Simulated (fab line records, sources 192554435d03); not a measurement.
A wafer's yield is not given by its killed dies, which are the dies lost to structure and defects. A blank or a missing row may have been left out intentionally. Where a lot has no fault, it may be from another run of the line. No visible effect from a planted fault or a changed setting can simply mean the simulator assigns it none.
Matching of chambers	flow n5_finfet	N5_BEOL_M2_ALD_84 on ald_metal-01 has 4 sister chambers
The step deposits TaN, pulse time 2 s, purge time 3 s, co reactant purge time 2 s. 8 wafers are shown with their chamber, then 12 later ones without.

## EACH WAFER AND ITS CHAMBER
wafer	chamber	heater_power_w (W)
L082.6	2	365
L085.1	3	342
L085.6	0	355
L088.5	2	369
L088.6	1	397
L091.1	3	346
L091.2	0	364
L091.3	1	404

## WAFERS MISSING THEIR CHAMBER
wafer	heater_power_w (W)
L089.1	355
L089.2	359
L089.3	399
L094.1	375
L094.5	394
L094.6	372
L093.1	377
L093.4	347
L093.5	366
L096.3	348
L096.4	380
L096.6	377

## THE CHAMBER EACH PASSED THROUGH
wafer	from the rows above	in truth
L089.1	can't be placed: 0 or 3 or 2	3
L089.2	can't be placed: 0 or 2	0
L089.3	1	1
L094.1	can't be placed: 2 or 0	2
L094.5	1	1
L094.6	can't be placed: 2 or 0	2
L093.1	can't be placed: 2 or 0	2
L093.4	3	3
L093.5	can't be placed: 2 or 0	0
L096.3	can't be placed: 3 or 0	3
L096.4	can't be placed: 2 or 0 or 1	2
L096.6	can't be placed: 2 or 0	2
Placed correctly: 3 of 12. Can't be placed from these rows: 9 (the true chamber is among the candidates in 9). Placed wrongly: 0.
How it was worked out, from the rows above alone: a wafer's distance from a chamber is the root of the sum, over the readings, of the square of ((its reading less the chamber's mean) divided by the reading's scatter). If the next closest chamber is less than 2 further off than the closest, the wafer can't be placed; otherwise it belongs to the closest. The mean given for a chamber averages the wafers shown for that chamber. The scatter: the root of (the sum of the squares of (reading less its chamber's mean) over the shown wafers, divided by (wafers less chambers)).
